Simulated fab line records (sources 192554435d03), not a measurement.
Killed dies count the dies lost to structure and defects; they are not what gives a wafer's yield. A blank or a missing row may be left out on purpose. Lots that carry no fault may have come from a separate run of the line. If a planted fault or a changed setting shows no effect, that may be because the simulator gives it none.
Split-lot experiment    flow n5-finfet    7 lots, 21 wafers read, on a route of 1938 steps

## THE SPLIT ITSELF
At N5_BEOL_M3_HM_DEP_02 (deposits TiN, target thk 20 nm), the setting target-thk-a was moved away from the recipe's 200 angstrom on 7 of the 21 wafers read, by -13.3% to +12.9%. All remaining wafers had this setting at the recipe value.

## FROM THE SPLIT TO THE READING: what the file shows between them, 8 steps
- N5_BEOL_M3_COAT_05: resist thk 30 nm (also split here: spin-rpm)
- N5_BEOL_M3_EBR_07
- N5_BEOL_M3_SOFTBAKE_06: time 60 s
- N5_BEOL_M3_EXPOSE_08: exposes mask M3
- N5_BEOL_M3_PEB_09: peb time 60 s
- N5_BEOL_M3_DEVELOP_10: develop time 30 s
- N5_BEOL_M3_STRIP_75: strips in N2/H2
- N5_BEOL_M3_STRIP_66: strips in CF4

## THE READING
etch.depth-nm (the simulator's own value, which no gauge read), in nm, at N5_BEOL_M3_HM_OPEN_17 (chemistry Cl2/BCl3, target TiN, target depth 20 nm, overetch 6 nm). The file does not state a usual value for it. Across the 14 wafers here that went through the recipe, the average is 20.09 nm and the standard deviation 0.32 nm.

wafer   tool, chamber at the split  target-thk-a as run, angstrom  against the recipe  etch.depth-nm, nm  against lot-mates on the recipe
L076.3  pvd-sputter-02, -           222.3                          +11.2%              22.4               +2.20
L076.4  pvd-sputter-02, -           222.3                          +11.2%              22.31              +2.11
L076.6  pvd-sputter-02, -           200                            recipe              20.2               -
L077.1  pvd-sputter-03, -           200                            recipe              20.19              -
L077.2  pvd-sputter-03, -           200                            recipe              19.97              -
L077.5  pvd-sputter-03, -           225.8                          +12.9%              22.78              +2.70
L085.1  pvd-sputter-01, -           173.4                          -13.3%              17.14              -2.81
L085.4  pvd-sputter-01, -           200                            recipe              19.95              -
L085.5  pvd-sputter-01, -           173.4                          -13.3%              17.08              -2.87
L088.1  pvd-sputter-03, -           200                            recipe              19.82              -
L088.5  pvd-sputter-03, -           200                            recipe              19.82              -
L088.4  pvd-sputter-03, -           181.5                          -9.3%               18.09              -1.73
L093.1  pvd-sputter-02, -           200                            recipe              20.25              -
L093.3  pvd-sputter-02, -           200                            recipe              19.78              -
L093.6  pvd-sputter-02, -           200                            recipe              20.38              -
L094.2  pvd-sputter-03, -           200                            recipe              20.47              -
L094.5  pvd-sputter-03, -           200                            recipe              20.47              -
L094.6  pvd-sputter-03, -           200                            recipe              20.69              -
L092.1  pvd-sputter-02, -           200                            recipe              19.6               -
L092.2  pvd-sputter-02, -           200                            recipe              19.73              -
L092.3  pvd-sputter-02, -           189.3                          -5.3%               18.92              -0.74

THE FIT
A straight line over all 21 wafers: etch.depth-nm changes by +0.214 nm for each +1% of target-thk-a; r = +0.98; the points scatter about the line by 0.28 nm.
The same after taking each lot's own level away (the mean of its wafers on the recipe; 21 wafers): +0.202 nm for each +1%; r = +0.99; scatter 0.16 nm.
According to that fit, moving target-thk-a by its largest amount changes the reading by 2.7 nm.
From 19.665 to 20.543 nm: that is the span of the lots' own levels, equal to 2.8 times the standard deviation above.
Hence the lot-to-lot level has little effect on the slope; both slopes agree.
Check: for one of the wafers moved furthest among these (-13.3%), held out of the fit, the line's prediction against its lot-mates is -2.64 nm. Against them it came out at -2.81 nm.

## FURTHER SPLITS ON THESE WAFERS
Note: prior to the reading, these wafers also went through further splits. Each is held against what the fit with the lots' levels taken away leaves over:
other split on the same wafers              wafers away from the commonest value  r with etch.depth-nm (lot level and that fit taken away)
N5_MOL_CONTACT_COAG_ETCH_47 over-etch-frac  8                                     +0.04
N5_BEOL_M0_SAQP_SPACER1_ALD_98 temp-c       5                                     -0.20
N5_BEOL_M0_SAQP_DESCUM_45 time-s            8                                     +0.15
N5_BEOL_M0_CUTY_COAT_50 spin-rpm            5                                     -0.10
N5_BEOL_M1_ETCH_64 bias-w                   12                                    -0.18
N5_BEOL_M1_SPUTTER_86 time-s                7                                     +0.23
N5_BEOL_M3_COAT_05 spin-rpm                 9                                     +0.34

## THE WHOLE CHAIN: every reading that the file lists as answering this split, in the file's order
step                   what it does                                                       reading                                                                           change (the file's fit)                r (the file's)
N5_BEOL_M3_HM_DEP_02   deposits TiN, target thk 20 nm                                     TiN_of_BEOL_M3_HM_DEP_02.thk-nm (the simulator's own value, which no gauge read)  +0.203 nm for each +1% of the setting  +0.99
N5_BEOL_M3_HM_OPEN_17  chemistry Cl2/BCl3, target TiN, target depth 20 nm, overetch 6 nm  etch.depth-nm (the simulator's own value, which no gauge read)                    +0.2 nm for each +1% of the setting    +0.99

## THE FILE'S OWN FIT
etch.depth-nm changes by +0.2 nm for each +1% of target-thk-a, r = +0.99.
